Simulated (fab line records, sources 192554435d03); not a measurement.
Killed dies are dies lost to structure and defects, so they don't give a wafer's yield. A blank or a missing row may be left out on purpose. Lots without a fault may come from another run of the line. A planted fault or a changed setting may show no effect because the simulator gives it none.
fab line records | flow n5_finfet
record lots=5 wafers=15 last_day=16
route steps=1938 shown STI_FIN_REVEAL@190 DUMMY_GATE@212 BEOL_M4@1111 PASSIVATION@1936
lots that met no fault: from a run of the same line without faults
start_h: hours from the record's first day to the start of the lot's first wafer shown | wait_h: hours since the lot's step before | " the same as in the row above | L1.1+2: a row that stands for several wafers | - no value, or no start given | * or withheld: withheld | < > ~ a bound
route shown NAME@n: a module of which the file shows steps, and the number in the route of the first | usual: mean/standard deviation of fault-free wafers | same: alike in all rows | chamber/n: place in a boat | sites: the reading at each site | _std_site: their standard deviation | _edge_site: outer sites' mean less inner sites' | radius_mm: how far each site lies from the wafer's centre | mask NAME#n: copy n | behind: the tool/chamber that last shaped the wafer | hold: why the lot was held/for how many hours/how that ended | device: the transistor (n, p or np) that didn't switch | end of line: the same wafers' tests at the end of the route | a step without rows: its recipe alone | killed: dies lost to structure and defects at the first sort, not the wafer's yield | map: a wafer's dies, x killed, . not, _ none there
set.NAME: the setting as run; set.NAME@STEP: as run at that earlier step | model.NAME: the simulator's own value behind a step, which no gauge read
lots at some steps of the route; a table a step, a row a wafer
services: from which hour (start_h, from the record's first day; less than 0 if before it) a tool's chamber was out of use, for how many hours, and why
## steps
# step N5_STI_FIN_REVEAL_ETCHBACK_08
# recipe chemistry=C4F6/O2 target=SiO2 target_depth_a=305 time_s=10.167 ion_energy_ev=250 pressure_mtorr=30 source_w=345 bias_w=185 Ar_flow_sccm=300 C4F6_flow_sccm=10 O2_flow_sccm=10
# step N5_STI_FIN_REVEAL_STRIP_24
# recipe chemistry=N2/H2 time_s=90 power_w=100 temp_c=40 pressure_mtorr=100 rf_frequency_hz=6e+07 bias_power_w=3 n2_flow_sccm=300 h2_flow_sccm=300
# step N5_STI_FIN_REVEAL_PRECLEAN_25
# recipe chemistry=SPM time_s=90 temp_c=120 mix=4:1
# step N5_STI_FIN_REVEAL_PRECLEAN_26
# recipe chemistry=SC1 time_s=45 temp_c=46 mix=1:2:100
# step N5_STI_FIN_REVEAL_PRECLEAN_29
# recipe chemistry=DHF time_s=30 temp_c=25 dilution=300:1
# step N5_STI_FIN_REVEAL_SRD_12
# recipe time_s=30 temp_c=23 rinse_liquid=diw dry=ipa_marangoni
# step N5_STI_FIN_REVEAL_RECESS_09
# recipe chemistry=HF/NH3 target=SiO2 afs_cycles=11 target_depth_a=425 temp_c=30 sublimation_temp_c=180 sublimation_time_s=60
# step N5_STI_FIN_REVEAL_STRIP_16
# recipe chemistry=H3PO4 material=SiNx temp_c=165 target_depth_a=238 overetch_fraction=0.4964 dry=ipa_marangoni
# step N5_STI_FIN_REVEAL_PRECLEAN_17
# recipe chemistry=NF3:NH3 afs_cycles=1 temp_c=30 time_s=20 sublimation_temp_c=180 sublimation_time_s=60 pressure_torr=3 rf_power_w=30
# step N5_STI_FIN_REVEAL_ETCH_34
# recipe chemistry=H2 mode=isotropic material=Si target=Si target_depth_a=9.7 temp_c=20 pressure_mtorr=4.5 icp_w=300 bias_w=0 h2_flow_sccm=7.5 he_flow_sccm=142.5
# step N5_STI_FIN_REVEAL_OXIDATION_31
# recipe chemistry=O2_PLASMA_REMOTE temp_c=150 time_s=20 pressure_mtorr=1000 source_power_w=2000 o2_flow_sccm=3000
# step N5_STI_FIN_REVEAL_PRECLEAN_32
# recipe chemistry=NF3:NH3 afs_cycles=1 temp_c=30 time_s=20 sublimation_temp_c=180 sublimation_time_s=60 pressure_torr=3 rf_power_w=30
# step N5_STI_FIN_REVEAL_STRIP_35
# recipe chemistry=H3PO4 material=Si3N4 temp_c=165 target_depth_a=40 time_s=39
# usual bath_guard_temp_C=164.9/0.54 bath_heat_duty_pct=28/3.1
# columns lot.wafer tool chamber start_h wait_h bath_guard_temp_C bath_heat_duty_pct model.Si_of_PMOS_HMC_CHANNEL_EPI_EPI_26.thk_nm
L953.1 wet_bench-02 2 38.02 0.2 164.6 28 2.6
L953.3 " 1 " " 165.0 28 2.6
L953.5 " 7 " " 164.7 30 2.6
L962.1 wet_bench-03 6 91.65 0.2 - - 3
L962.2 " 7 " " - - 3
L962.3 " 2 " " - - 3
L963.1 wet_bench-04 4 100.61 0.2 - - 3
L963.2 " 5 " " - - 3
L963.6 " 7 " " - - 3
L964.1 wet_bench-02 5 103.51 0.2 - - 3
L964.4 " 4 " " - - 3
L964.6 " 6 " " - - 3
L969.2 wet_bench-02 7 132.66 0.2 164.3 29 2.6
L969.4 " 6 " " 164.6 32 2.6
L969.6 " 1 " " 164.7 26 2.6
# step N5_STI_FIN_REVEAL_SRD_21
# recipe dry=ipa_marangoni time_s=30 temp_c=23 rinse_liquid=diw
# step N5_STI_FIN_REVEAL_OXIDATION_33
# recipe chemistry=O2_PLASMA_REMOTE temp_c=150 time_s=20 pressure_mtorr=1000 source_power_w=2000 o2_flow_sccm=3000
# step N5_STI_FIN_REVEAL_CLEAN_19
# recipe chemistry=O3/DIW temp_c=25 time_s=120 o3_ppm=10
# usual bath_heat_duty_pct=6.2/0.79
# columns lot.wafer tool chamber start_h wait_h bath_heat_duty_pct model.Si_of_PMOS_HMC_CHANNEL_EPI_EPI_26.thk_nm
L953.1 wet_bench-04 5 38.17 0.1 5.1 2.4
L953.3 " 2 " " 6.1 2.4
L953.5 " 6 " " 5.5 2.4
L962.1 wet_bench-04 1 91.79 0.1 5.6 2.8
L962.2 " 2 " " 5.7 2.8
L962.3 " 5 " " 5.8 2.8
L963.1 wet_bench-04 5 100.77 0.1 5.1 2.8
L963.2 " 4 " " 5.1 2.8
L963.6 " 3 " " 5.7 2.8
L964.1 wet_bench-04 3 103.66 0.1 6.5 2.8
L964.4 " 1 " " 4.7 2.8
L964.6 " 4 " " 6.6 2.8
L969.2 wet_bench-04 3 132.81 0.1 6.7 2.4
L969.4 " 4 " " 6.9 2.4
L969.6 " 7 " " 6.4 2.4
# step N5_STI_FIN_REVEAL_SRD_23
# recipe dry=ipa_marangoni time_s=30 temp_c=23 rinse_liquid=diw
# step N5_STI_FIN_REVEAL_FIN_H_MEAS_10
# usual trench_depth_nm=52.0/0.7
# columns lot.wafer tool chamber start_h wait_h trench_depth_nm
L953.1 ocd-02 - 38.27 0.0 52.0
L953.3 " - " " 52.0
L953.5 " - " " 52.8
L962.1 ocd-02 - 91.90 0.0 49.1
L962.2 " - " " 48.3
L962.3 " - " " 47.3
L963.1 ocd-02 - 100.87 0.0 48.4
L963.2 " - " " 48.8
L963.6 " - " " 48.3
L964.1 ocd-01 - 103.77 0.0 48.6
L964.4 " - " " 48.3
L964.6 " - " " 47.7
L969.2 ocd-02 - 132.92 0.0 51.0
L969.4 " - " " 52.4
L969.6 " - " " 51.7
# step N5_STI_FIN_REVEAL_PRECLEAN_18
# recipe chemistry=SC2 time_s=45 temp_c=35 mix=1:1:50
# step N5_STI_FIN_REVEAL_SRD_28
# recipe dry=ipa_marangoni time_s=30 temp_c=23 rinse_liquid=diw
# step N5_DUMMY_GATE_PRECLEAN_00
# recipe chemistry=O3/DIW time_s=60 temp_c=22 o3_ppm=10
# step N5_DUMMY_GATE_SRD_01
# recipe time_s=30 temp_c=23 rinse_liquid=diw dry=ipa_marangoni
# step N5_DUMMY_GATE_ALD_02
# recipe material=SiO2 target_thk_a=20 temp_c=300 ald_precursor_family=BDEAS ald_co_reactant=O2-plasma pulse_time_s=1 pressure_torr=2
# step N5_DUMMY_GATE_CVD_03
# recipe material=a-Si target_thk_a=1500 temp_c=530 precursor=SiH4 time_s=8042
# step N5_DUMMY_GATE_PRECLEAN_46
# recipe chemistry=DIW time_s=89.5 temp_c=23
# step N5_DUMMY_GATE_SRD_47
# recipe dry_time_s=32 dry=n2_spin spin_rpm=1500
# step N5_DUMMY_GATE_CMP_04
# recipe material=a-Si post_cmp_clean=alkaline_brush
# step N5_DUMMY_GATE_HM_DEP_06
# recipe material=SiNx target_thk_a=800 precursor=DCS/NH3 temp_c=700 pressure_mtorr=300 time_s=5141
# step N5_DUMMY_GATE_PECVD_30
# recipe material=SiO2 target_thk_a=550 temp_c=400 precursor=TEOS/O2 pressure_torr=6.5 rf_w=withheld teos_flow_sccm=withheld gas=O2 flow_sccm=2650 time_s=10.8
# step N5_DUMMY_GATE_COAT_34
# recipe resist=SOC temp_c=250 time_s=60 spin_rpm=1500 resist_thk_nm=60
# step N5_DUMMY_GATE_COAT_35
# recipe resist=SiARC temp_c=220 time_s=60 spin_rpm=1500 resist_thk_nm=10
# step N5_DUMMY_GATE_COAT_28
# recipe resist=underlayer temp_c=205 time_s=60 spin_rpm=1500 resist_thk_nm=10
# step N5_DUMMY_GATE_COAT_09
# recipe resist=CAR-EUV spin_rpm=1500 resist_thk_nm=30
# step N5_DUMMY_GATE_EBR_11
# recipe solvent=PGMEA ebr_width_mm=1.5
# step N5_DUMMY_GATE_SOFTBAKE_10
# recipe temp_c=110 time_s=60 resist=CAR-EUV
# step N5_DUMMY_GATE_EXPOSE_12
# recipe mask_id=GATE na=0.33 source_shape=annular sigma_inner=0.2 sigma_outer=0.6 polarization=unpolarized target_cd_nm=25 dose_mj=34
# step N5_DUMMY_GATE_PEB_13
# recipe peb_temp_c=100 peb_time_s=60 resist=CAR-EUV
# step N5_DUMMY_GATE_DEVELOP_14
# recipe develop_time_s=30 developer=TMAH resist=CAR-EUV rinse_liquid=surfactant_rinse dry=air_spin dev_temp_c=23
# step N5_BEOL_M4_RC_MEAS_101
# usual DIBL_N=36.0/1.8 DIBL_P=36.3/2.4 IOFF_N=0.16/0.035 IOFF_N_85C=3.0/0.57 IOFF_P=0.21/0.036 IOFF_P_85C=3.6/0.52 ION_N=673/13 ION_P=461/7.2 SS_N=71.4/0.6 SS_P=73.2/0.7 VT_N=250/4 VT_P=-250.9/2.9
# columns lot.wafer tool chamber start_h wait_h DIBL_N[mV/V] DIBL_P[mV/V] IOFF_N[nA/um] IOFF_N_85C[nA/um] IOFF_P[nA/um] IOFF_P_85C[nA/um] ION_N[uA/um] ION_P[uA/um] SS_N[mV/dec] SS_P[mV/dec] VT_N[mV] VT_P[mV]
L953.1 prober-01 0 159.78 0.0 37.7 37.1 0.19 3.5 0.26 4.4 683 470 71.3 73.7 245 -248.4
L953.3 " 0 " " 35.2 34.2 0.14 2.7 0.21 3.6 676 467 71.1 72.2 251 -249.9
L953.5 " 0 " " 37.9 38.5 0.20 3.6 0.29 4.8 688 477 71.5 73.8 244 -245.4
L964.1 prober-01 0 227.24 0.0 38.7 39.1 0.18 3.4 0.30 4.9 626 430 72.3 75.6 254 -251.0
L964.4 " 0 " " 45.5 47.1 0.55 8.6 0.99 13.1 622 435 79.7 83.2 253 -246.5
L964.6 " 0 " " 43.8 43.5 0.41 6.8 0.66 9.4 618 428 79.0 81.0 254 -248.9
L962.1 prober-01 0 242.39 0.0 42.3 40.2 0.34 5.9 0.27 4.5 653 437 75.5 74.7 246 -250.8
L962.2 " 0 " " 41.1 40.9 0.32 5.6 0.34 5.5 653 442 74.5 75.4 245 -249.1
L962.3 " 0 " " 48.7 44.7 0.97 14.5 0.49 7.4 647 433 85.3 78.1 244 -247.4
L963.1 prober-02 0 244.00 0.0 45.8 44.7 0.63 9.9 0.47 7.1 652 441 78.7 77.6 245 -248.0
L963.2 " 0 " " 39.4 39.9 0.24 4.5 0.28 4.6 648 437 73.2 74.2 247 -251.4
L963.6 " 0 " " 42.1 42.4 0.39 6.6 0.37 5.9 648 436 76.3 76.0 244 -250.9
L969.2 prober-01 0 276.11 0.2 37.0 36.1 0.16 3.0 0.20 3.5 670 454 71.7 73.3 252 -253.1
L969.4 " 0 " " 33.8 33.0 0.12 2.4 0.16 2.9 660 458 70.5 72.4 256 -254.9
L969.6 " 0 " " 32.8 30.6 0.10 2.1 0.13 2.5 646 442 69.7 71.9 260 -255.0
# step N5_PASSIVATION_PROBE_49
# usual defect_limited_yield=91.2/1.4 killed_at_M0_to_M3=35/11 killed_at_M4_up=14/5.6 killed_at_contacts=12/5.6 killed_at_front_end=38/11 killed_at_other=4/3.4 killed_dies=103/17 killed_open=68/12 killed_short=33/8.8 sort_bin_4_leakage=0.00/0.007 sort_bin_5_function=5.1/0.89 sort_bin_6_memory=3.3/0.71 sort_bin_8_speed=0/0 sort_n_pass=1077/17 sort_yield_pct=91.2/1.4
# same gross_dies=1180 killed_at_back_side=0
# columns lot.wafer tool chamber start_h wait_h defect_limited_yield[%] killed_at_M0_to_M3 killed_at_M4_up killed_at_contacts killed_at_front_end killed_at_other killed_dies killed_open killed_short sort_bin_4_leakage[%] sort_bin_5_function[%] sort_bin_6_memory[%] sort_bin_8_speed[%] sort_n_pass sort_yield_pct[%]
L953.1 prober-01 - 266.82 0.0 91.9 25 17 19 34 1 96 74 20 0 4.1 3.7 0 1084 91.9
L953.3 prober-01 - 266.92 0.1 92.5 20 8 18 39 3 88 54 32 0 4.4 2.6 0 1092 92.5
L953.5 prober-01 - 267.02 0.2 94.7 17 5 13 28 0 63 39 23 0 3.5 1.8 0 1117 94.7
L964.1 prober-01 - 335.17 0.0 89.5 47 25 15 29 8 124 76 41 0 5.8 4.0 35.17 641 54.3
L964.4 prober-01 - 335.32 0.2 92.2 33 12 9 34 4 92 70 20 92.12 4.9 2.7 0 1 0.1
L964.6 prober-01 - 335.42 0.3 90.8 44 5 11 45 4 109 73 36 58.81 4.9 4.2 29.32 31 2.6
L962.1 prober-02 - 347.01 0.0 91.6 40 15 10 29 5 99 62 37 2.03 5.3 3.1 1.10 1044 88.5
L962.2 prober-02 - 347.06 0.1 92.3 31 9 3 39 9 91 58 33 1.19 3.8 3.6 0.51 1069 90.6
L962.3 prober-02 - 347.11 0.1 90.9 23 11 14 51 8 107 60 46 90.93 4.9 3.7 0 0 0
L963.1 prober-01 - 352.61 0.0 94.2 32 5 8 23 1 69 40 27 87.71 3.8 1.9 0 76 6.4
L963.2 prober-01 - 352.66 0.1 91.0 54 4 13 30 5 106 66 40 0 4.4 4.2 1.27 1059 89.7
L963.6 prober-01 - 352.86 0.3 90.5 40 9 12 47 4 112 72 39 10.59 5.9 3.3 1.61 924 78.3
L969.2 prober-01 - 391.01 0.1 91.2 33 18 15 36 2 104 67 35 0 5.3 3.3 0 1076 91.2
L969.4 prober-01 - 391.11 0.2 90.6 23 19 17 48 4 111 82 26 0 5.3 3.7 0 1069 90.6
L969.6 prober-01 - 391.21 0.3 90.2 34 20 17 44 1 116 76 39 0 6.0 3.5 0 1064 90.2
# killed by level:class
L953.1 MOL_CONTACT_COAG:geometric_particle:open=16 FIN_SAQP:geometric_particle:open=10 BEOL_M1:geometric_particle:open=8 BEOL_M2:geometric_particle:open=7 BEOL_M5:geometric_particle:open=6 GATE_CUT:geometric_particle:short=5 FIN_SAQP:geometric_particle:short=4 BEOL_M4:geometric_particle:open=4
L953.3 MOL_CONTACT_COAG:geometric_particle:open=13 FIN_SAQP:geometric_particle:short=8 FIN_SAQP:geometric_particle:open=7 BEOL_M2:geometric_particle:open=6 MOL_CONTACT_COAG:geometric_particle:short=5 GATE_CUT:geometric_particle:open=4 BEOL_M0_SAQP:geometric_particle:short=4 STARTING-WAFER:geometric_particle:short=4
L953.5 MOL_CONTACT_COAG:geometric_particle:open=11 FIN_SAQP:geometric_particle:short=6 STI_FIN_REVEAL:geometric_particle:open=5 BEOL_M0_SAQP:geometric_particle:short=5 BEOL_M2:geometric_particle:open=5 FIN_SAQP:geometric_particle:open=4 GATE_CUT:geometric_particle:short=4 BEOL_M1:geometric_particle:open=3
L964.1 MOL_CONTACT_COAG:geometric_particle:open=12 BEOL_M2:geometric_particle:open=12 BEOL_M4:geometric_particle:short=11 BEOL_M1:geometric_particle:open=10 BEOL_M3:geometric_particle:open=8 BEOL_M0_SAQP:geometric_particle:open=7 BEOL_M0_SAQP:geometric_particle:short=6 FIN_SAQP:geometric_particle:short=4
L964.4 FIN_SAQP:geometric_particle:open=14 BEOL_M1:geometric_particle:open=9 BEOL_M3:geometric_particle:open=9 MOL_CONTACT_COAG:geometric_particle:open=8 STI_FIN_REVEAL:geometric_particle:open=5 BEOL_M3:geometric_particle:short=4 BEOL_M2:geometric_particle:open=4 BEOL_M4:geometric_particle:open=4
L964.6 BEOL_M3:geometric_particle:open=12 FIN_SAQP:geometric_particle:open=9 BEOL_M0_SAQP:geometric_particle:open=9 BEOL_M1:geometric_particle:open=9 MOL_CONTACT_COAG:geometric_particle:open=8 STI_FIN_REVEAL:geometric_particle:open=6 ILD0:geometric_particle:open=6 BEOL_M0_SAQP:geometric_particle:short=6
L962.1 BEOL_M1:geometric_particle:open=12 FIN_SAQP:geometric_particle:short=11 MOL_CONTACT_COAG:geometric_particle:open=9 BEOL_M0_SAQP:geometric_particle:open=7 FIN_SAQP:geometric_particle:open=6 BEOL_M0_SAQP:geometric_particle:short=6 BEOL_M4:geometric_particle:open=6 BEOL_M3:geometric_particle:open=5
L962.2 FIN_SAQP:geometric_particle:short=9 STI_FIN_REVEAL:geometric_particle:open=8 BEOL_M3:geometric_particle:open=8 FIN_SAQP:geometric_particle:open=7 BEOL_M3:geometric_particle:short=6 BEOL_M0_SAQP:geometric_particle:open=4 DUMMY_GATE:geometric_particle:open=4 BEOL_M1:geometric_particle:open=4
L962.3 FIN_SAQP:geometric_particle:short=16 FIN_SAQP:geometric_particle:open=13 MOL_CONTACT_COAG:geometric_particle:open=11 BEOL_M3:geometric_particle:open=6 STI_FIN_REVEAL:geometric_particle:open=6 BEOL_M1:geometric_particle:open=5 BEOL_M3:geometric_particle:short=5 DUMMY_GATE:geometric_particle:open=4
L963.1 BEOL_M0_SAQP:geometric_particle:short=12 DUMMY_GATE:geometric_particle:open=7 MOL_CONTACT_COAG:geometric_particle:open=5 BEOL_M1:geometric_particle:open=5 ILD0:geometric_particle:open=4 BEOL_M0_SAQP:geometric_particle:open=4 FIN_SAQP:geometric_particle:short=3 MOL_CONTACT_COAG:geometric_particle:short=3
L963.2 BEOL_M2:geometric_particle:open=11 BEOL_M1:geometric_particle:open=10 BEOL_M0_SAQP:geometric_particle:open=10 MOL_CONTACT_COAG:geometric_particle:open=8 FIN_SAQP:geometric_particle:open=7 BEOL_M0_SAQP:geometric_particle:short=7 FIN_SAQP:geometric_particle:short=5 MOL_CONTACT_COAG:geometric_particle:short=5
L963.6 FIN_SAQP:geometric_particle:open=16 BEOL_M0_SAQP:geometric_particle:short=13 MOL_CONTACT_COAG:geometric_particle:open=11 FIN_SAQP:geometric_particle:short=8 BEOL_M0_SAQP:geometric_particle:open=8 BEOL_M1:geometric_particle:open=5 STARTING-WAFER:geometric_particle:open=5 BEOL_M2:geometric_particle:open=4
L969.2 MOL_CONTACT_COAG:geometric_particle:open=13 BEOL_M0_SAQP:geometric_particle:short=12 FIN_SAQP:geometric_particle:open=10 BEOL_M0_SAQP:geometric_particle:open=10 BEOL_M4:geometric_particle:short=9 BEOL_M3:geometric_particle:open=8 DUMMY_GATE:geometric_particle:open=7 GATE_CUT:geometric_particle:short=5
L969.4 FIN_SAQP:geometric_particle:open=24 MOL_CONTACT_COAG:geometric_particle:open=15 BEOL_M0_SAQP:geometric_particle:open=10 FIN_SAQP:geometric_particle:short=8 BEOL_M4:geometric_particle:open=5 BEOL_M0_SAQP:geometric_particle:short=5 DUMMY_GATE:geometric_particle:open=4 BEOL_M3:geometric_particle:open=4
L969.6 MOL_CONTACT_COAG:geometric_particle:open=16 FIN_SAQP:geometric_particle:short=13 BEOL_M0_SAQP:geometric_particle:open=12 BEOL_M0_SAQP:geometric_particle:short=9 STI_FIN_REVEAL:geometric_particle:open=7 BEOL_M4:geometric_particle:open=6 FIN_SAQP:geometric_particle:open=5 GATE_CUT:geometric_particle:open=5
# map L962.3 (x killed, . not)
_________________............________________
______________.......x.x.x....x._____________
___________xx...x..x....x..........__________
__________x..x.........x.x.........._________
________.x...........x............x..._______
_______......x........x................______
______....x...........x...........x....._____
_____........x...........................____
____..............x.......................___
___.....x..........x...........x.......x.x.__
___...x....x........................xx.....__
__...................x...x...x.............._
__....xx.......x......x..........x.........._
_.....x..x....x.................x.....x......
_.....x..................x...xxxx......x.....
_.....x................x.x......x............
_......x........................x...x...x...x
_........x....x....x..........x.x...xx.......
_....................x.......................
_.x.x..........x........................x...x
_.......................................x....
__.............x..........x.....x..x........_
__.....................x.............x...x.._
___.....x...................x..............__
___.....x........................x......x..__
____.................x....................___
_____xx....x.....x...............x......x____
______...........................x......_____
_______....x...........................______
________..x.x............xx..........._______
__________.........................._________
___________..........x..x..xx......__________
______________.........x....x..._____________
_________________........x...________________
# map L963.6 (x killed, . not)
_________________...x........________________
______________.................x_____________
___________..x...x....x............__________
__________.x.x.......x.x............_________
________.......................x......_______
_______.x.................xx...x...x...______
______...x.............................._____
_____.....x.x.xx....x...x......x........x____
____...x..........x.......................___
___......x......xx......x.x................__
___....x.....x.....................x......x__
__.....................................x...x_
__...................x..............x.....x._
_..........x.............x...............x...
_......x.....xxx.......xx.....x..............
_..x.x..x......x.............x......x.......x
_.....x......x.........x..............x...x..
_...................x....x......xx...........
_.....x....x..................xx.............
_.....x.....x....x.....x.....................
_....xxx.............x............x.......x..
__...x.......x.............................._
__.......................x........x.x...x..x_
___.........x..........x...............x...__
___.............x........x..xx.............__
____....................x.................___
_____.............x.x.......x............____
______....x......x......................_____
_______....x.........x...............x.______
________.......x...x.......x.x........_______
__________.........................._________
___________x....x.....xx...........__________
______________.....x............_____________
_________________............________________
## services
# columns tool chamber start_h hours kind
wet_bench-02 - 59.62 2.6 repair
## key
first_sign step=N5_STI_FIN_REVEAL_STRIP_35 reading=tool_record direction=missing
effect step=N5_STI_FIN_REVEAL_FIN_H_MEAS_10 reading=trench_depth_nm direction=down sigmas=5.3 usual=52.0 struck=48.3
effect step=N5_BEOL_M4_RC_MEAS_101 reading=SS_N direction=up sigmas=9.6 usual=71.4 struck=77.2
effect step=N5_BEOL_M4_RC_MEAS_101 reading=IOFF_N direction=up sigmas=8.4 usual=0.16 struck=0.45 wafers_moved=7
effect step=N5_BEOL_M4_RC_MEAS_101 reading=IOFF_N_85C direction=up sigmas=7.5 usual=3.0 struck=7.3 wafers_moved=7
effect step=N5_BEOL_M4_RC_MEAS_101 reading=IOFF_P direction=up sigmas=7.1 usual=0.21 struck=0.46 wafers_moved=7
effect step=N5_BEOL_M4_RC_MEAS_101 reading=IOFF_P_85C direction=up sigmas=6.4 usual=3.6 struck=6.9 wafers_moved=7
effect step=N5_BEOL_M4_RC_MEAS_101 reading=SS_P direction=up sigmas=5.8 usual=73.2 struck=77.3 wafers_moved=7
effect step=N5_BEOL_M4_RC_MEAS_101 reading=DIBL_N direction=up sigmas=4 usual=36.0 struck=43.0 wafers_moved=7
effect step=N5_BEOL_M4_RC_MEAS_101 reading=ION_P direction=down sigmas=3.6 usual=461 struck=435
effect step=N5_BEOL_M4_RC_MEAS_101 reading=DIBL_P direction=up sigmas=2.6 usual=36.3 struck=42.5 wafers_moved=5
effect step=N5_BEOL_M4_RC_MEAS_101 reading=ION_N direction=down sigmas=2.5 usual=673 struck=641
effect step=N5_PASSIVATION_PROBE_49 reading=sort_bin_4_leakage direction=up sigmas=99+ usual=0.00 struck=38.15 wafers_moved=7
model_effect step=N5_STI_FIN_REVEAL_STRIP_35 value=Si_of_PMOS_HMC_CHANNEL_EPI_EPI_26.thk_nm without=2.6 struck=3
model_effect step=N5_STI_FIN_REVEAL_CLEAN_19 value=Si_of_PMOS_HMC_CHANNEL_EPI_EPI_26.thk_nm without=2.4 struck=2.8
met_at N5_STI_FIN_REVEAL_STRIP_35
struck_wafers L962.1,L962.2,L962.3,L963.1,L963.2,L963.6,L964.1,L964.4,L964.6
onset_between 38.02 91.65
fault kind=skipped_step_whole tool=wet_bench-02,wet_bench-03,wet_bench-04 chamber=- onset_h=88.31 steps=N5_STI_FIN_REVEAL_STRIP_35 scope=struck_lots_only
